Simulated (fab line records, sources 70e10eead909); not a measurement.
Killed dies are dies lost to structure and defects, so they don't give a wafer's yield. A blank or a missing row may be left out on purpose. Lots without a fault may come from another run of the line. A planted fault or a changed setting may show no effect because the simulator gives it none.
One fault seen from 2 desks | flow nand_harc | each desk has only its own numbers; what lay behind them comes last

THE TOOL OWNER'S DESK: ald_hk-04
The tool's own readings at NHARC_A_CHANNEL_FILL_D1_ALD_02 (deposits SiO2, target thk 6 nm, pulse time 10 s, ald cycles 60): means of the sampled wafers that have a number, for each lot that ran on this tool. A lot is out of limits, marked OUT, if its mean lies more than 4 standard deviations from the usual mean; the brackets give that distance.
Columns: A = heater_power_outer_w at NHARC_A_CHANNEL_FILL_D1_ALD_02, usual 252 W; B = heater_power_w at NHARC_A_CHANNEL_FILL_D1_ALD_02, usual 439 W; C = precursor_pulse_height_rel at NHARC_A_CHANNEL_FILL_D1_ALD_02, usual 1.000
lot  | first seen here | A   | B   | C
L872 | day 10 08:12    | 254 | 418 | 1.007
L874 | day 11 12:11    | 257 | 423 | 0.989
L879 | day 13 19:32    | 247 | 426 | 1.001
L880 | day 14 04:37    | 232 | 417 | 0.985
L881 | day 15 00:25    | 245 | 415 | 1.002
This desk's finding: nothing out of limits on any of the 5 lots.

THE METROLOGY DESK
What the gauges read, lot by lot, whatever tool the lot ran on: means of the sampled wafers that have a number. A lot is out of limits, marked OUT, if its mean lies more than 4 standard deviations from the usual mean; the brackets give that distance.
Columns: A = cd_nm at NHARC_A_CHANNEL_HOLE_D1_CD_MEAS_30, usual 90.2 nm
lot  | first seen here | A
L872 | day 10 07:45    | 90.2
L873 | day 10 18:59    | 92.7
L874 | day 11 11:49    | 91.6
L879 | day 13 18:58    | 90.8
L880 | day 14 04:14    | 90.9
L881 | day 14 23:53    | 89.8
L886 | day 16 18:04    | 90.8
L889 | day 17 11:49    | 91.9
L890 | day 18 04:31    | 92.3
L891 | day 18 16:45    | 87.9
This desk's finding: nothing out of limits on any of the 10 lots.

PUT TOGETHER
The tool owner's desk saw nothing out of limits.
The metrology desk saw nothing out of limits.

WHAT THE SIMULATOR HAD PUT IN
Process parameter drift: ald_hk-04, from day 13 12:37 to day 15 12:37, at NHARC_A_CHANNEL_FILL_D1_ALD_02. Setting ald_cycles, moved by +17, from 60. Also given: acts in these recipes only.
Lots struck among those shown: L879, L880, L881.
